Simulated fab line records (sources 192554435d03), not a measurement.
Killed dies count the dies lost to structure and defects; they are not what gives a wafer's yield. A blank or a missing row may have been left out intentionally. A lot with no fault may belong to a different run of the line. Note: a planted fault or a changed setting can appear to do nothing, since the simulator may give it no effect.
Split-lot study | flow n5 finfet | 21 wafers read across 7 lots, on a route 1938 steps long

== ON THE SPLIT ==
At N5_WELL_APT_PEB_06 (peb time 90 s), the setting peb time s was moved away from the recipe's 90 s on 8 of the 21 wafers read, by -19.4% to +18.2%. For the rest of the wafers, this setting stayed at what the recipe calls for.

== FROM THE SPLIT TO THE READING: what the file shows between them, 2 steps ==
- N5_WELL_APT_DEVELOP_07: develop time 45 s
- N5_WELL_APT_HARDBAKE_12: time 120 s

== THE READING ==
Shown in nm: cd nm at N5_WELL_APT_CD_MEAS_08, with target cd 200 nm. Fault-free wafers of this fab line usually give 199.9 nm, standard deviation 2 nm.

wafer  | tool, chamber at the split | peb time s as run, s | against the recipe | cd nm, nm | against lot-mates on the recipe
L074.2 | litho track-03, 0          | 90                   | recipe             | 202.1     | -
L074.4 | litho track-03, 0          | 90                   | recipe             | 201.4     | -
L074.5 | litho track-03, 0          | 90                   | recipe             | 203.1     | -
L080.2 | litho track-01, 0          | 90                   | recipe             | 199.1     | -
L080.3 | litho track-01, 0          | 90                   | recipe             | 198.7     | -
L080.6 | litho track-01, 0          | 106.4                | +18.2%             | 205.4     | +6.5
L083.2 | litho track-03, 0          | 102.7                | +14.1%             | 204.1     | +3.6
L083.5 | litho track-03, 0          | 90                   | recipe             | 200.5     | -
L083.6 | litho track-03, 0          | 102.7                | +14.1%             | 205.1     | +4.6
L084.1 | litho track-03, 0          | 90                   | recipe             | 199.3     | -
L084.2 | litho track-03, 0          | 90                   | recipe             | 199.9     | -
L084.3 | litho track-03, 0          | 72.56                | -19.4%             | 192.9     | -6.7
L087.2 | litho track-01, 0          | 90                   | recipe             | 202.2     | -
L087.4 | litho track-01, 0          | 84.92                | -5.6%              | 198.0     | -4.2
L087.5 | litho track-01, 0          | 84.92                | -5.6%              | 197.7     | -4.5
L092.2 | litho track-02, 0          | 90                   | recipe             | 196.7     | -
L092.4 | litho track-02, 0          | 90                   | recipe             | 198.6     | -
L092.6 | litho track-02, 0          | 90                   | recipe             | 197.9     | -
L094.1 | litho track-03, 0          | 90                   | recipe             | 199.7     | -
L094.4 | litho track-03, 0          | 102.3                | +13.7%             | 206.9     | +7.2
L094.5 | litho track-03, 0          | 102.3                | +13.7%             | 204.3     | +4.6

FIT RESULTS
A straight line over all 21 wafers: cd nm changes by +0.354 nm for each +1% of peb time s; r = +0.89; the points scatter about the line by 1.6 nm.
The same after taking each lot's own level away (the mean of its wafers on the recipe; 21 wafers): +0.379 nm for each +1%; r = +0.95; scatter 1 nm.
Per that fit: largest peb time s move, reading shift of 7.3 nm.
The span of the lots' own levels, 197.73 to 202.20 nm, comes to 2.2 times the standard deviation stated above.
Consequently the slope shifts little with the lot-to-lot level, the two slopes agreeing.
Check: for one of the wafers moved furthest among these (-19.4%), held out of the fit, the line's prediction against its lot-mates is -8.11 nm. It came out at -6.7 nm against them.

== THE WHOLE CHAIN: every reading that the file lists as answering this split, in the file's order ==
step                   | what it does             | reading                                                         | change (the file's fit)               | r (the file's)
N5_WELL_APT_CD_MEAS_08 | target cd 200 nm         | cd nm                                                           | +0.364 nm for each +1% of the setting | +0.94
N5_WELL_APT_DESCUM_13  | chemistry O2, time 7.9 s | WELL_APT.cd nm (the simulator's own value, which no gauge read) | +0.366 nm for each +1% of the setting | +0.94

== FILE'S OWN FIT ==
cd nm changes by +0.364 nm for each +1% of peb time s, r = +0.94.
